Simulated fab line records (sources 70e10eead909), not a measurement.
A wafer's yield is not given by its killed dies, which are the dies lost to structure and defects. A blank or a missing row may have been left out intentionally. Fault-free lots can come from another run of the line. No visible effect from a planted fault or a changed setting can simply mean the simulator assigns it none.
Which tool was responsible? || flow nand_harc || 14 lots with 42 wafers sampled at 4 steps, on a route of 1302 steps

WHAT EACH GAUGE READ, for each wafer
NHARC_END_SORT_01.
{"lot": "L842", "measured": "day 31 13:04", "on": "prober-01", "killed_at_array": "55 48 45", "killed_at_other": "0 0 0", "killed_at_periphery": "76 64 61", "killed_dies": "131 112 106", "killed_open": "1 3 2", "killed_short": "1 0 1"}
{"lot": "L844", "measured": "day 32 21:43", "on": "prober-02", "killed_at_array": "43 40 36", "killed_at_other": "0 0 0", "killed_at_periphery": "54 66 75", "killed_dies": "97 106 111", "killed_open": "1 1 2", "killed_short": "3 3 1"}

EACH LOT AND THE TOOL THAT RAN IT (in order: tool; ch and the chambers of the sampled wafers; start)
{"lot": "L824", "NHARC_P_CONTACT_ALD_22": "ald_metal-03 ch 0,1,3, day 5 23:44", "NHARC_THIN_TSV_CMP_01": "cmp-04 ch 0,1,3, day 24 00:48", "NHARC_THIN_TSV_ETCHBACK_48": "rie_diel-12 ch 1,2, day 24 04:20"}
{"lot": "L825", "NHARC_P_CONTACT_ALD_22": "ald_metal-02 ch 0,1, day 6 10:12", "NHARC_THIN_TSV_CMP_01": "cmp-04 ch 0,1,2, day 24 01:55", "NHARC_THIN_TSV_ETCHBACK_48": "rie_diel-02 ch 2,3, day 24 05:42"}
{"lot": "L827", "NHARC_P_CONTACT_ALD_22": "ald_metal-03 ch 1,2, day 7 03:05", "NHARC_THIN_TSV_CMP_01": "cmp-03 ch 1,3, day 25 09:26", "NHARC_THIN_TSV_ETCHBACK_48": "rie_diel-02 ch 0,2,3, day 25 13:04"}
{"lot": "L828", "NHARC_P_CONTACT_ALD_22": "ald_metal-02 ch 0,1,3, day 7 10:32", "NHARC_THIN_TSV_CMP_01": "cmp-03 ch 0,1, day 24 19:36", "NHARC_THIN_TSV_ETCHBACK_48": "rie_diel-12 ch 0,3, day 24 23:09"}
{"lot": "L829", "NHARC_P_CONTACT_ALD_22": "ald_metal-02 ch 0,1,2, day 8 03:29", "NHARC_THIN_TSV_CMP_01": "cmp-04 ch 0,1,2, day 26 05:28", "NHARC_THIN_TSV_ETCHBACK_48": "rie_diel-02 ch 0,3, day 26 08:56"}
{"lot": "L830", "NHARC_P_CONTACT_ALD_22": "ald_metal-04 ch 0,2,3, day 8 04:22", "NHARC_THIN_TSV_CMP_01": "cmp-03 ch 2,3, day 27 04:13", "NHARC_THIN_TSV_ETCHBACK_48": "rie_diel-12 ch 0,2, day 27 07:49"}
{"lot": "L833", "NHARC_P_CONTACT_ALD_22": "ald_metal-03 ch 0,3, day 9 13:59", "NHARC_THIN_TSV_CMP_01": "cmp-04 ch 2,3, day 27 06:55", "NHARC_THIN_TSV_ETCHBACK_48": "rie_diel-12 ch 0,2,3, day 27 10:28"}
{"lot": "L834", "NHARC_P_CONTACT_ALD_22": "ald_metal-02 ch 0,1,2, day 10 10:58", "NHARC_THIN_TSV_CMP_01": "cmp-02 ch 0,1,2, day 28 05:51", "NHARC_THIN_TSV_ETCHBACK_48": "rie_diel-02 ch 0,2,3, day 28 09:19"}
{"lot": "L836", "NHARC_P_CONTACT_ALD_22": "ald_metal-02 ch 1,2, day 11 02:13", "NHARC_THIN_TSV_CMP_01": "cmp-04 ch 0,2,3, day 28 14:56", "NHARC_THIN_TSV_ETCHBACK_48": "rie_diel-12 ch 2,3, day 28 18:30"}
{"lot": "L842", "NHARC_P_CONTACT_ALD_22": "ald_metal-02 ch 0,1, day 13 12:19", "NHARC_THIN_TSV_CMP_01": "cmp-02 ch 1,2, day 30 20:37", "NHARC_THIN_TSV_ETCHBACK_48": "rie_diel-02 ch 0,1,3, day 31 00:20"}
{"lot": "L843", "NHARC_P_CONTACT_ALD_22": "ald_metal-04 ch 2,3, day 13 20:49", "NHARC_THIN_TSV_CMP_01": "cmp-03 ch 0,2,3, day 31 04:24", "NHARC_THIN_TSV_ETCHBACK_48": "rie_diel-12 ch 0,1,3, day 31 07:59"}
{"lot": "L844", "NHARC_P_CONTACT_ALD_22": "ald_metal-02 ch 0,2,3, day 14 10:58", "NHARC_THIN_TSV_CMP_01": "cmp-02 ch 0,2, day 32 02:27", "NHARC_THIN_TSV_ETCHBACK_48": "rie_diel-10 ch 0,2,3, day 32 05:57"}
{"lot": "L845", "NHARC_P_CONTACT_ALD_22": "ald_metal-04 ch 2,3, day 14 11:49", "NHARC_THIN_TSV_CMP_01": "cmp-02 ch 0,2, day 32 01:18", "NHARC_THIN_TSV_ETCHBACK_48": "rie_diel-12 ch 0,2, day 32 05:01"}
{"lot": "L847", "NHARC_P_CONTACT_ALD_22": "ald_metal-03 ch 0,2,3, day 15 10:35", "NHARC_THIN_TSV_CMP_01": "cmp-03 ch 0,2,3, day 33 02:28", "NHARC_THIN_TSV_ETCHBACK_48": "rie_diel-02 ch 0,1,2, day 33 06:07"}
- NHARC_P_CONTACT_ALD_22: deposits TiN, target thk 3 nm, pulse time 1 s, ald cycles 150.
- NHARC_THIN_TSV_CMP_01: polishes.
- NHARC_THIN_TSV_ETCHBACK_48: etches the open film in C4F8/Ar, target depth 1028.5 nm, time 405.17 s.

WHAT THE TOOLS THEMSELVES READ (means of the sampled wafers that have a number; where no wafer has one, the mark that the record gives instead)
NHARC_P_CONTACT_ALD_22.
{"lot": "L824", "tool": "ald_metal-03", "heater_power_w (W)": 1069, "precursor_pulse_height_rel": 1.004}
{"lot": "L825", "tool": "ald_metal-02", "heater_power_w (W)": 1136, "precursor_pulse_height_rel": 1.007}
{"lot": "L827", "tool": "ald_metal-03", "heater_power_w (W)": 1072, "precursor_pulse_height_rel": 0.995}
{"lot": "L828", "tool": "ald_metal-02", "heater_power_w (W)": 1110, "precursor_pulse_height_rel": 1.007}
{"lot": "L829", "tool": "ald_metal-02", "heater_power_w (W)": 1167, "precursor_pulse_height_rel": 1.005}
{"lot": "L830", "tool": "ald_metal-04", "heater_power_w (W)": 1144, "precursor_pulse_height_rel": 1.001}
{"lot": "L833", "tool": "ald_metal-03", "heater_power_w (W)": 1035, "precursor_pulse_height_rel": 1.001}
{"lot": "L834", "tool": "ald_metal-02", "heater_power_w (W)": 1142, "precursor_pulse_height_rel": 1.000}
{"lot": "L836", "tool": "ald_metal-02", "heater_power_w (W)": 1179, "precursor_pulse_height_rel": 0.998}
{"lot": "L842", "tool": "ald_metal-02", "heater_power_w (W)": 1124, "precursor_pulse_height_rel": 1.019}
{"lot": "L843", "tool": "ald_metal-04", "heater_power_w (W)": 1133, "precursor_pulse_height_rel": 0.999}
{"lot": "L844", "tool": "ald_metal-02", "heater_power_w (W)": 1119, "precursor_pulse_height_rel": 0.999}
{"lot": "L845", "tool": "ald_metal-04", "heater_power_w (W)": 1134, "precursor_pulse_height_rel": 0.997}
{"lot": "L847", "tool": "ald_metal-03", "heater_power_w (W)": 1045, "precursor_pulse_height_rel": 0.994}

NHARC_THIN_TSV_CMP_01.
{"lot": "L824", "tool": "cmp-04", "motor_current_A (A)": 10.5, "retaining_ring_pressure_frac": 0.998}
{"lot": "L825", "tool": "cmp-04", "motor_current_A (A)": 10.9, "retaining_ring_pressure_frac": 1.003}
{"lot": "L827", "tool": "cmp-03", "motor_current_A (A)": 12.1, "retaining_ring_pressure_frac": 1.001}
{"lot": "L828", "tool": "cmp-03", "motor_current_A (A)": 11.9, "retaining_ring_pressure_frac": 0.993}
{"lot": "L829", "tool": "cmp-04", "motor_current_A (A)": 11.2, "retaining_ring_pressure_frac": 0.999}
{"lot": "L830", "tool": "cmp-03", "motor_current_A (A)": 11.4, "retaining_ring_pressure_frac": 1.000}
{"lot": "L833", "tool": "cmp-04", "motor_current_A (A)": 11.3, "retaining_ring_pressure_frac": 1.002}
{"lot": "L834", "tool": "cmp-02", "motor_current_A (A)": 12.1, "retaining_ring_pressure_frac": 1.006}
{"lot": "L836", "tool": "cmp-04", "motor_current_A (A)": 11.9, "retaining_ring_pressure_frac": 0.994}
{"lot": "L842", "tool": "cmp-02", "motor_current_A (A)": 11.8, "retaining_ring_pressure_frac": 1.002}
{"lot": "L843", "tool": "cmp-03", "motor_current_A (A)": 11.9, "retaining_ring_pressure_frac": 1.006}
{"lot": "L844", "tool": "cmp-02", "motor_current_A (A)": 12.9, "retaining_ring_pressure_frac": 0.999}
{"lot": "L845", "tool": "cmp-02", "motor_current_A (A)": 12.1, "retaining_ring_pressure_frac": 0.997}
{"lot": "L847", "tool": "cmp-03", "motor_current_A (A)": 12.5, "retaining_ring_pressure_frac": 0.999}

NHARC_THIN_TSV_ETCHBACK_48.
{"lot": "L824", "tool": "rie_diel-12", "oes_product_au (a.u.)": 0.93, "rf_vpp_V (V)": 551}
{"lot": "L825", "tool": "rie_diel-02", "oes_product_au (a.u.)": 0.92, "rf_vpp_V (V)": 545}
{"lot": "L827", "tool": "rie_diel-02", "oes_product_au (a.u.)": 1.00, "rf_vpp_V (V)": 545}
{"lot": "L828", "tool": "rie_diel-12", "oes_product_au (a.u.)": 0.92, "rf_vpp_V (V)": 550}
{"lot": "L829", "tool": "rie_diel-02", "oes_product_au (a.u.)": 0.95, "rf_vpp_V (V)": 544}
{"lot": "L830", "tool": "rie_diel-12", "oes_product_au (a.u.)": 1.00, "rf_vpp_V (V)": 549}
{"lot": "L833", "tool": "rie_diel-12", "oes_product_au (a.u.)": 1.00, "rf_vpp_V (V)": 549}
{"lot": "L834", "tool": "rie_diel-02", "oes_product_au (a.u.)": 0.93, "rf_vpp_V (V)": 546}
{"lot": "L836", "tool": "rie_diel-12", "oes_product_au (a.u.)": 0.99, "rf_vpp_V (V)": 552}
{"lot": "L842", "tool": "rie_diel-02", "oes_product_au (a.u.)": 0.91, "rf_vpp_V (V)": 546}
{"lot": "L843", "tool": "rie_diel-12", "oes_product_au (a.u.)": 0.99, "rf_vpp_V (V)": 549}
{"lot": "L844", "tool": "rie_diel-10", "oes_product_au (a.u.)": 0.94, "rf_vpp_V (V)": 549}
{"lot": "L845", "tool": "rie_diel-12", "oes_product_au (a.u.)": 1.00, "rf_vpp_V (V)": 545}
{"lot": "L847", "tool": "rie_diel-02", "oes_product_au (a.u.)": 0.97, "rf_vpp_V (V)": 546}

THE ANSWER, worked out from the rows above alone
Rule: usual is defined by the lots themselves. The widest of any qualifying gaps counts: lots, ordered by their means at a reading, are off when they make up no more than a third of the lots, leave a main group of 4 or more, and stand apart from it by 3 or more times the standard deviation of that group's means. A main group is skipped when, at the precision printed for the reading in the tables above, its means are all equal. Also off: a lot with no number at a reading for which 4 or more lots have one. Where the step has rows for the other lots, those lots are counted as sound. First the gauges in route order, then the tools' own readings, where a lot's mean is used as printed above. At the first step where some lot is off, the reading lying furthest off is the one used; lots without a number count as furthest.
None of the lots is off at any reading shown; this tells nothing.

WHAT THE SIMULATOR HAD PUT IN
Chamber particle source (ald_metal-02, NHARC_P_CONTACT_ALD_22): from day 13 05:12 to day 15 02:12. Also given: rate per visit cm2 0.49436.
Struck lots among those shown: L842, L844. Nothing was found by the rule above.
